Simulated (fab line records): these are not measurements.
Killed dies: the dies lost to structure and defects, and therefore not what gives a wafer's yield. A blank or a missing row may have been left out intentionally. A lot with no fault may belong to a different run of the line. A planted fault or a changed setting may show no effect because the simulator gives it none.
Which tool is to blame?	flow n5 finfet	22 lots with 66 wafers sampled at 6 steps, on a route of 1938 steps

WHAT THE GAUGES READ, wafer by wafer
No reading from a measuring or inspecting step in the record can be judged against a usual standard deviation.

WHAT TOOL EACH LOT RAN ON (gives the tool, then ch and the chambers of the sampled wafers, and finally the start)
lot	N5_MOL_CONTACT_COAG_ETCH_67	N5_BEOL_M0_SAQP_PECVD_96	N5_BEOL_M0_SAQP_ETCH_83	N5_BEOL_M0_SAQP_ETCH_107	N5_BEOL_M0_SAQP_RECESS_109	N5_BEOL_M0_STRIP_104
L074	rie diel-05 ch 0,2, day 5 11:08	pecvd-02 ch 0,1, day 5 17:05	rie diel-02 ch 0,1,3, day 5 17:55	rie diel-06 ch 1,3, day 5 22:04	vapor etch-01 ch 0, day 5 23:53	rie diel-01 ch 1,2,3, day 6 05:45
L075	rie diel-05 ch 1,2, day 5 16:36	pecvd-04 ch 0,2, day 5 22:01	rie diel-06 ch 0,3, day 5 22:49	rie diel-06 ch 0,3, day 6 02:58	vapor etch-01 ch 0,1, day 6 03:15	rie diel-05 ch 0,1, day 6 08:53
L076	rie diel-01 ch 0,1,3, day 5 22:53	pecvd-01 ch 1,2, day 6 05:07	rie diel-06 ch 0,1, day 6 06:07	rie diel-04 ch 0,2,3, day 6 08:25	vapor etch-01 ch 0,1, day 6 08:52	rie diel-01 ch 0,1,2, day 6 12:38
L078	rie diel-05 ch 0,2, day 6 12:29	pecvd-02 ch 1,2, day 6 17:40	rie diel-02 ch 1,2,3, day 6 18:20	rie diel-02 ch 0,3, day 6 20:55	vapor etch-01 ch 1, day 6 21:01	rie diel-01 ch 1,3, day 7 04:02
L079	rie diel-05 ch 0,1,2, day 6 14:56	pecvd-01 ch 0,1, day 6 20:21	rie diel-04 ch 1,2, day 6 21:08	rie diel-04 ch 1,2,3, day 6 23:44	vapor etch-02 ch 0,1, day 6 23:53	rie diel-01 ch 1,3, day 7 05:43
L080	rie diel-05 ch 0,2,3, day 6 17:52	pecvd-01 ch 0,1, day 6 23:20	rie diel-02 ch 2,3, day 7 00:07	rie diel-06 ch 2,3, day 7 02:39	vapor etch-01 ch 0,1, day 7 02:45	rie diel-01 ch 0,1, day 7 07:33
L081	rie diel-01 ch 0,1,2, day 7 10:43	pecvd-04 ch 0,1, day 7 15:37	rie diel-02 ch 1,2,3, day 7 16:17	rie diel-06 ch 0,1,2, day 7 18:52	vapor etch-01 ch 0, day 7 18:58	rie diel-03 ch 2,3, day 7 23:44
L082	rie diel-03 ch 1,3, day 7 12:53	pecvd-02 ch 0,2, day 7 18:58	rie diel-02 ch 1,2,3, day 7 19:45	rie diel-04 ch 0,1, day 7 22:14	vapor etch-02 ch 0, day 7 22:20	rie diel-03 ch 2,3, day 8 02:31
L083	rie diel-01 ch 0,2, day 7 14:15	pecvd-02 ch 0,1, day 7 21:43	rie diel-04 ch 0,2, day 7 22:30	rie diel-04 ch 0,2,3, day 8 02:14	vapor etch-01 ch 0, day 8 02:48	rie diel-05 ch 1,2,3, day 8 11:02
L084	rie diel-03 ch 1,3, day 7 15:59	pecvd-01 ch 0,1, day 7 21:37	rie diel-06 ch 0,1,3, day 7 22:17	rie diel-04 ch 1,2,3, day 8 01:52	vapor etch-01 ch 0,1, day 8 02:19	rie diel-01 ch 0,1,2, day 8 10:38
L085	rie diel-01 ch 0,2, day 8 04:16	pecvd-01 ch 0,1,2, day 8 10:53	rie diel-06 ch 0,1,3, day 8 11:42	rie diel-04 ch 1,2,3, day 8 14:40	vapor etch-02 ch 0,1, day 8 14:49	rie diel-03 ch 1,2,3, day 9 01:25
L086	rie diel-01 ch 0,2,3, day 8 16:26	pecvd-01 ch 1,2, day 9 00:35	rie diel-02 ch 0,2, day 9 01:15	rie diel-04 ch 1,2,3, day 9 03:45	vapor etch-01 ch 0,1, day 9 03:51	rie diel-03 ch 0,3, day 9 07:56
L087	rie diel-01 ch 1,2,3, day 8 18:21	pecvd-01 ch 0,1,2, day 9 01:38	rie diel-04 ch 1,2,3, day 9 02:25	rie diel-04 ch 1,2,3, day 9 04:48	vapor etch-01 ch 0,1, day 9 04:55	rie diel-03 ch 0,2, day 9 09:20
L088	rie diel-03 ch 1,2,3, day 9 01:49	pecvd-02 ch 0,2, day 9 08:12	rie diel-04 ch 3, day 9 09:09	rie diel-06 ch 0,2, day 9 11:56	vapor etch-02 ch 0,1, day 9 12:02	rie diel-03 ch 0,3, day 9 16:22
L091	rie diel-01 ch 0,2, day 9 10:35	pecvd-02 ch 1,2, day 9 16:53	rie diel-04 ch 0,2,3, day 9 18:01	rie diel-06 ch 0,3, day 9 21:05	vapor etch-01 ch 1, day 9 21:11	rie diel-05 ch 1,2, day 10 01:41
L090	rie diel-03 ch 2,3, day 9 10:45	pecvd-04 ch 0,1,2, day 9 20:06	rie diel-04 ch 1,2,3, day 9 20:47	rie diel-02 ch 0,1,3, day 9 23:12	vapor etch-02 ch 0,1, day 9 23:18	rie diel-03 ch 2,3, day 10 05:10
L092	rie diel-01 ch 1,2, day 9 18:45	pecvd-04 ch 1,2, day 10 02:04	rie diel-02 ch 2,3, day 10 02:45	rie diel-04 ch 0,3, day 10 05:10	vapor etch-01 ch 0,1, day 10 05:16	rie diel-05 ch 2,3, day 10 11:46
L093	rie diel-05 ch 0,2,3, day 10 02:20	pecvd-01 ch 0,1, day 10 08:49	rie diel-06 ch 3, day 10 10:04	rie diel-06 ch 0,3, day 10 13:14	vapor etch-02 ch 0,1, day 10 13:23	rie diel-03 ch 1,2,3, day 10 16:55
L094	rie diel-05 ch 0,3, day 10 11:23	pecvd-02 ch 0,1,2, day 10 17:22	rie diel-04 ch 2,3, day 10 18:07	rie diel-02 ch 0,1,3, day 10 20:50	vapor etch-01 ch 0,1, day 10 20:59	rie diel-01 ch 1,2,3, day 11 03:43
L095	rie diel-03 ch 0,1,2, day 10 11:30	pecvd-02 ch 1,2, day 10 22:30	rie diel-06 ch 0,2, day 10 23:18	rie diel-06 ch 0,2,3, day 11 01:55	vapor etch-01 ch 0,1, day 11 02:01	rie diel-01 ch 1,2, day 11 06:08
L097	rie diel-05 ch 1,2, day 10 23:08	pecvd-02 ch 0,2, day 11 04:29	rie diel-02 ch 0,1, day 11 05:13	rie diel-02 ch 1,2, day 11 08:40	vapor etch-01 ch 0,1, day 11 08:46	rie diel-05 ch 0,2,3, day 11 14:10
L096	rie diel-01 ch 0,1,3, day 10 23:26	pecvd-02 ch 0,1,2, day 11 07:20	rie diel-06 ch 0,2,3, day 11 08:18	rie diel-06 ch 0,2,3, day 11 10:38	vapor etch-01 ch 0,1, day 11 10:44	rie diel-03 ch 0,1,2, day 11 17:29
- N5_MOL_CONTACT_COAG_ETCH_67: etches SOC in N2/H2, target depth 60 nm, overetch 21 nm, time 101.2 s.
- N5_BEOL_M0_SAQP_PECVD_96: deposits a-Si from SiH4/He, target thk 45 nm, time 45.2 s.
- N5_BEOL_M0_SAQP_ETCH_83: etches SiARC in CF4, target depth 39 nm, time 65 s.
- N5_BEOL_M0_SAQP_ETCH_107: etches SiNx in CH3F/O2, target depth 30 nm.
- N5_BEOL_M0_SAQP_RECESS_109: chemistry HF/NH3, target SiO2, target depth 3 nm, afs cycles 1, sublimation time 60 s.
- N5_BEOL_M0_STRIP_104: strips in N2/H2.

AS READ BY THE TOOLS THEMSELVES (means over the sampled wafers that have a number; for cases with no such wafer, the mark the record gives instead)
N5_MOL_CONTACT_COAG_ETCH_67.
lot	tool	drypump motor current A (A)	oes product au (a.u.)	rf vpp V (V)	showerhead plenum p Torr (Torr)	throttle valve pct (%)
L074	rie diel-05	5.9	0.77	522.7	2.52	18.09
L075	rie diel-05	5.8	0.79	523.2	2.54	17.94
L076	rie diel-01	5.7	0.65	524.1	2.54	17.76
L078	rie diel-05	5.8	0.68	523.0	2.53	17.96
L079	rie diel-05	5.9	0.72	523.8	2.54	17.79
L080	rie diel-05	5.6	0.73	522.6	2.51	18.00
L081	rie diel-01	6.1	0.73	526.2	2.60	17.67
L082	rie diel-03	5.5	0.63	521.8	2.45	17.77
L083	rie diel-01	6.2	0.77	524.7	2.57	17.70
L084	rie diel-03	5.5	0.63	521.7	2.45	17.77
L085	rie diel-01	6.2	0.70	524.4	2.56	17.74
L086	rie diel-01	5.8	0.75	526.6	2.61	17.66
L087	rie diel-01	5.7	0.75	526.1	2.65	17.61
L088	rie diel-03	5.6	0.63	521.6	2.46	17.80
L091	rie diel-01	6.2	0.69	525.1	2.55	17.78
L090	rie diel-03	5.7	0.64	522.4	2.48	17.83
L092	rie diel-01	6.0	0.69	525.8	2.63	17.64
L093	rie diel-05	5.7	0.71	523.0	2.50	18.04
L094	rie diel-05	5.5	0.71	522.6	2.49	17.92
L095	rie diel-03	5.5	0.59	522.2	2.47	18.00
L097	rie diel-05	5.9	0.73	522.9	2.53	17.99
L096	rie diel-01	5.7	0.68	525.5	2.63	17.68

N5_BEOL_M0_SAQP_PECVD_96.
lot	tool	heater power w (W)	showerhead plenum p Torr (Torr)	throttle valve pct (%)
L074	pecvd-02	604	5.73	19.4
L075	pecvd-04	621	5.61	16.8
L076	pecvd-01	613	5.63	19.1
L078	pecvd-02	575	5.73	18.4
L079	pecvd-01	659	5.64	17.7
L080	pecvd-01	628	5.64	18.6
L081	pecvd-04	688	5.68	17.1
L082	pecvd-02	615	5.71	18.0
L083	pecvd-02	560	5.73	19.4
L084	pecvd-01	600	5.64	18.7
L085	pecvd-01	651	5.66	18.4
L086	pecvd-01	577	5.64	18.9
L087	pecvd-01	649	5.64	18.4
L088	pecvd-02	573	5.71	17.8
L091	pecvd-02	582	5.74	19.1
L090	pecvd-04	620	5.65	17.1
L092	pecvd-04	648	5.70	17.3
L093	pecvd-01	648	5.63	18.7
L094	pecvd-02	567	5.71	18.9
L095	pecvd-02	576	5.74	19.3
L097	pecvd-02	626	5.70	18.3
L096	pecvd-02	565	5.71	18.8

N5_BEOL_M0_SAQP_ETCH_83.
lot	tool	drypump motor current A (A)	etch rf on time s (s)	oes product au (a.u.)	rf vpp V (V)	showerhead plenum p Torr (Torr)	throttle valve pct (%)
L074	rie diel-02	5.6	63.6	0.69	183.5	2.11	15.74
L075	rie diel-06	5.3	64.5	0.72	183.2	2.09	15.78
L076	rie diel-06	5.2	69.0	0.62	182.8	2.05	15.80
L078	rie diel-02	5.6	64.7	0.67	182.9	2.10	15.62
L079	rie diel-04	6.4	66.6	0.65	184.4	2.17	15.54
L080	rie diel-02	5.3	65.3	0.64	183.8	2.10	15.90
L081	rie diel-02	5.6	64.6	0.66	183.1	2.10	15.63
L082	rie diel-02	5.6	65.6	0.66	183.8	2.10	15.64
L083	rie diel-04	6.0	67.0	0.59	183.9	2.18	16.05
L084	rie diel-06	5.2	65.2	0.73	184.4	2.15	15.68
L085	rie diel-06	5.2	65.1	0.72	183.5	2.15	15.69
L086	rie diel-02	5.8	67.8	0.59	183.2	2.12	15.70
L087	rie diel-04	6.0	66.4	0.62	184.9	2.19	15.65
L088	rie diel-04	5.3	66.4	0.60	184.4	2.21	15.60
L091	rie diel-04	5.6	66.3	0.66	184.4	2.18	15.75
L090	rie diel-04	5.9	66.2	0.61	185.0	2.18	15.66
L092	rie diel-02	5.5	67.5	0.59	184.0	2.11	15.76
L093	rie diel-06	5.3	63.2	0.63	182.6	2.06	16.02
L094	rie diel-04	5.8	65.9	0.58	184.8	2.20	15.90
L095	rie diel-06	5.0	67.5	0.74	183.9	2.16	15.45
L097	rie diel-02	5.9	63.7	0.68	183.1	2.09	15.55
L096	rie diel-06	5.1	65.4	0.69	183.4	2.11	15.71

N5_BEOL_M0_SAQP_ETCH_107.
lot	tool	drypump motor current A (A)	oes product au (a.u.)	rf vpp V (V)	showerhead plenum p Torr (Torr)	throttle valve pct (%)
L074	rie diel-06	5.2	0.73	295	1.92	16.65
L075	rie diel-06	5.3	0.80	295	1.94	16.60
L076	rie diel-04	5.7	0.70	297	2.04	16.64
L078	rie diel-02	5.4	0.78	299	1.96	16.81
L079	rie diel-04	6.0	0.74	305	2.05	16.37
L080	rie diel-06	5.0	0.69	293	2.02	16.64
L081	rie diel-06	5.1	0.83	301	2.05	16.40
L082	rie diel-04	5.9	0.72	299	1.98	16.56
L083	rie diel-04	5.6	0.70	297	2.04	16.67
L084	rie diel-04	6.0	0.73	304	2.05	16.38
L085	rie diel-04	6.0	0.72	305	2.05	16.39
L086	rie diel-04	6.0	0.72	305	2.04	16.38
L087	rie diel-04	6.0	0.72	305	2.04	16.40
L088	rie diel-06	5.2	0.87	298	1.98	16.37
L091	rie diel-06	5.3	0.76	294	1.93	16.66
L090	rie diel-02	5.6	0.78	294	1.95	16.57
L092	rie diel-04	5.5	0.86	294	2.00	16.38
L093	rie diel-06	5.3	0.79	296	1.93	16.58
L094	rie diel-02	5.7	0.77	294	1.95	16.58
L095	rie diel-06	5.1	0.81	295	1.97	16.47
L097	rie diel-02	5.9	0.76	291	1.95	16.12
L096	rie diel-06	5.1	0.80	295	1.97	16.48

N5_BEOL_M0_SAQP_RECESS_109.
lot	tool	drypump motor current A (A)
L074	vapor etch-01	6.2
L075	vapor etch-01	6.0
L076	vapor etch-01	5.9
L078	vapor etch-01	5.7
L079	vapor etch-02	6.1
L080	vapor etch-01	5.9
L081	vapor etch-01	6.2
L082	vapor etch-02	6.8
L083	vapor etch-01	6.2
L084	vapor etch-01	5.8
L085	vapor etch-02	5.4
L086	vapor etch-01	5.9
L087	vapor etch-01	6.0
L088	vapor etch-02	6.1
L091	vapor etch-01	5.7
L090	vapor etch-02	6.1
L092	vapor etch-01	5.9
L093	vapor etch-02	5.4
L094	vapor etch-01	6.0
L095	vapor etch-01	5.9
L097	vapor etch-01	5.9
L096	vapor etch-01	5.9

N5_BEOL_M0_STRIP_104.
lot	tool	drypump motor current A (A)	oes product au (a.u.)	rf vpp V (V)	showerhead plenum p Torr (Torr)	throttle valve pct (%)
L074	rie diel-01	5.7	0.72	59.3	2.55	23.5
L075	rie diel-05	5.8	0.80	58.1	2.54	23.3
L076	rie diel-01	6.1	0.77	59.7	2.60	23.4
L078	rie diel-01	5.7	0.76	60.1	2.57	23.5
L079	rie diel-01	5.7	0.75	59.7	2.57	23.5
L080	rie diel-01	6.0	0.80	59.9	2.62	23.3
L081	rie diel-03	5.6	0.81	59.5	2.53	23.6
L082	rie diel-03	5.7	0.77	59.7	2.48	23.7
L083	rie diel-05	5.6	0.91	58.4	2.52	23.7
L084	rie diel-01	6.1	0.84	59.3	2.59	23.4
L085	rie diel-03	5.6	0.77	58.9	2.46	23.6
L086	rie diel-03	5.5	0.74	59.5	2.60	23.8
L087	rie diel-03	5.7	0.73	58.1	2.49	23.9
L088	rie diel-03	5.5	0.73	60.4	2.60	23.8
L091	rie diel-05	5.9	0.89	59.7	2.54	23.5
L090	rie diel-03	5.7	0.79	60.0	2.52	23.7
L092	rie diel-05	5.7	0.90	58.6	2.49	24.2
L093	rie diel-03	5.6	0.75	58.9	2.45	23.6
L094	rie diel-01	5.7	0.86	60.7	2.64	23.4
L095	rie diel-01	6.0	0.82	59.1	2.62	23.4
L097	rie diel-05	5.6	0.85	57.9	2.49	23.9
L096	rie diel-03	5.5	0.70	58.6	2.46	23.8

THE ANSWER, worked out from the rows above alone
Rule: usual is defined by the lots themselves. The widest of any qualifying gaps counts: lots, ordered by their means at a reading, are off when they make up no more than a third of the lots, leave a main group of 4 or more, and stand apart from it by 3 or more times the standard deviation of that group's means. If all means in a main group match to the digits the tables above print for the reading, that group is not used. Also off: a lot with no number at a reading for which 4 or more lots have one. All remaining lots with rows at the step are treated as sound. Order of review: gauges by route order, followed by the tools' own readings, for which a lot's mean as printed above is used. At the first step where some lot is off, the reading lying furthest off is the one used; lots without a number count as furthest.
Across all readings shown, no lot is off: no conclusion can be drawn from this.

WHAT THE SIMULATOR HAD PUT IN
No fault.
